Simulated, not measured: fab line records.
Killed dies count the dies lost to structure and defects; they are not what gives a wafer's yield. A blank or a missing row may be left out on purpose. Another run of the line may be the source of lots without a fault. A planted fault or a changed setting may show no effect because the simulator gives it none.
Split-lot experiment + flow n5_finfet + route with 1938 steps; 7 lots, 39 wafers read

## THE SPLIT
At N5_DUMMY_GATE_ETCH_32 (etches SiO2 in CF4, target depth 3.5 nm, time 3.9 s), the setting time_s was moved away from the recipe's 3.9 s on 15 of the 39 wafers read, by -7.7% to +15.4%. For the rest of the wafers, this setting stayed at what the recipe calls for.

Reading taken at the split's own step.

## THE READING
etch.depth_nm (the simulator's own value, which no gauge read), in nm, at N5_DUMMY_GATE_ETCH_32 (etches SiO2 in CF4, target depth 3.5 nm, time 3.9 s). The file gives no usual value for it. The 24 wafers here that ran the recipe average 3.493 nm, standard deviation 0.086 nm.

| wafer  | tool, chamber at the split | time_s as run, s | against the recipe | etch.depth_nm, nm | against lot-mates on the recipe |
|--------|----------------------------|------------------|--------------------|-------------------|---------------------------------|
| L081.1 | rie_si-06, 1               | 3.9              | recipe             | 3.478             | -                               |
| L081.2 | rie_si-06, 3               | 4.502            | +15.4%             | 3.907             | +0.431                          |
| L081.3 | rie_si-06, 2               | 3.9              | recipe             | 3.419             | -                               |
| L081.4 | rie_si-06, 0               | 3.9              | recipe             | 3.53              | -                               |
| L081.5 | rie_si-06, 3               | 4.502            | +15.4%             | 3.931             | +0.455                          |
| L081.6 | rie_si-06, 0               | 4.502            | +15.4%             | 4.081             | +0.605                          |
| L084.1 | rie_si-02, 3               | 3.599            | -7.7%              | 3.219             | -0.310                          |
| L084.2 | rie_si-02, 1               | 3.9              | recipe             | 3.53              | -                               |
| L084.3 | rie_si-02, 0               | 3.9              | recipe             | 3.511             | -                               |
| L084.4 | rie_si-02, 2               | 3.599            | -7.7%              | 3.16              | -0.369                          |
| L084.5 | rie_si-02, 0               | 3.9              | recipe             | 3.545             | -                               |
| L084.6 | rie_si-02, 1               | 3.599            | -7.7%              | 3.228             | -0.301                          |
| L085.1 | rie_si-01, 2               | 4.43             | +13.6%             | 4.148             | +0.693                          |
| L085.2 | rie_si-01, 1               | 3.9              | recipe             | 3.482             | -                               |
| L085.3 | rie_si-01, 3               | 3.9              | recipe             | 3.438             | -                               |
| L085.4 | rie_si-01, 0               | 4.43             | +13.6%             | 4.085             | +0.630                          |
| L085.5 | rie_si-01, 0               | 4.43             | +13.6%             | 4.094             | +0.639                          |
| L085.6 | rie_si-01, 3               | 3.9              | recipe             | 3.446             | -                               |
| L086.1 | rie_si-06, 2               | 3.9              | recipe             | 3.418             | -                               |
| L086.2 | rie_si-06, 0               | 4.169            | +6.9%              | 3.796             | +0.370                          |
| L086.3 | rie_si-06, 1               | 4.169            | +6.9%              | 3.694             | +0.268                          |
| L086.4 | rie_si-06, 3               | 4.169            | +6.9%              | 3.631             | +0.205                          |
| L086.5 | rie_si-06, 2               | 3.9              | recipe             | 3.462             | -                               |
| L086.6 | rie_si-06, 3               | 3.9              | recipe             | 3.399             | -                               |
| L089.1 | rie_si-01, 2               | 3.9              | recipe             | 3.725             | -                               |
| L089.2 | rie_si-01, 1               | 3.6              | -7.7%              | 3.251             | -0.419                          |
| L089.3 | rie_si-01, 3               | 3.6              | -7.7%              | 3.239             | -0.431                          |
| L089.4 | rie_si-01, 0               | 3.9              | recipe             | 3.656             | -                               |
| L089.5 | rie_si-01, 0               | 3.9              | recipe             | 3.63              | -                               |
| L089.6 | rie_si-01, 3               | 3.6              | -7.7%              | 3.217             | -0.453                          |
| L091.1 | rie_si-06, 1               | 3.9              | recipe             | 3.436             | -                               |
| L091.2 | rie_si-06, 2               | 3.9              | recipe             | 3.414             | -                               |
| L091.6 | rie_si-06, 0               | 3.9              | recipe             | 3.589             | -                               |
| L092.1 | rie_si-06, 0               | 3.9              | recipe             | 3.552             | -                               |
| L092.2 | rie_si-06, 1               | 3.9              | recipe             | 3.455             | -                               |
| L092.3 | rie_si-06, 2               | 3.9              | recipe             | 3.43              | -                               |
| L092.4 | rie_si-06, 3               | 3.9              | recipe             | 3.382             | -                               |
| L092.5 | rie_si-06, 1               | 3.9              | recipe             | 3.499             | -                               |
| L092.6 | rie_si-06, 2               | 3.9              | recipe             | 3.408             | -                               |

FIT RESULTS
A straight line over all 39 wafers: etch.depth_nm changes by +0.0364 nm for each +1% of time_s; r = +0.94; the points scatter about the line by 0.088 nm.
The same after taking each lot's own level away (the mean of its wafers on the recipe; 39 wafers): +0.0418 nm for each +1%; r = +0.97; scatter 0.075 nm.
The reading moves by 0.65 nm for the largest change in time_s, on that fit.
From 3.4263 to 3.6703 nm: that is the span of the lots' own levels, equal to 2.8 times the standard deviation above.
In other words, the slope is changed by the lot-to-lot level; the two fits disagree.
Check: +0.664 nm against its lot-mates is what the line predicts for one of the wafers moved furthest among these (+15.4%) when that wafer is left out of the fit. It came out at +0.431 nm against them.

## OTHER SPLITS ON THESE WAFERS
These wafers also went through other splits before the reading. Each is held against what the fit with the lots' levels taken away leaves over:
| other split on the same wafers       | wafers away from the commonest value | r with etch.depth_nm (lot level and that fit taken away) |
|--------------------------------------|--------------------------------------|----------------------------------------------------------|
| N5_WELL_APT_EPI_41 target_thk_a      | 15                                   | +0.38                                                    |
| N5_DUMMY_GATE_EXPOSE_12 dose_mj      | 15                                   | -0.21                                                    |
| N5_DUMMY_GATE_ETCH_37 source_w       | 6                                    | +0.11                                                    |
| N5_DUMMY_GATE_ETCH_31 target_depth_a | 12                                   | -0.02                                                    |

## FILE'S OWN FIT
etch.depth_nm changes by +0.0413 nm for each +1% of time_s, r = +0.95.
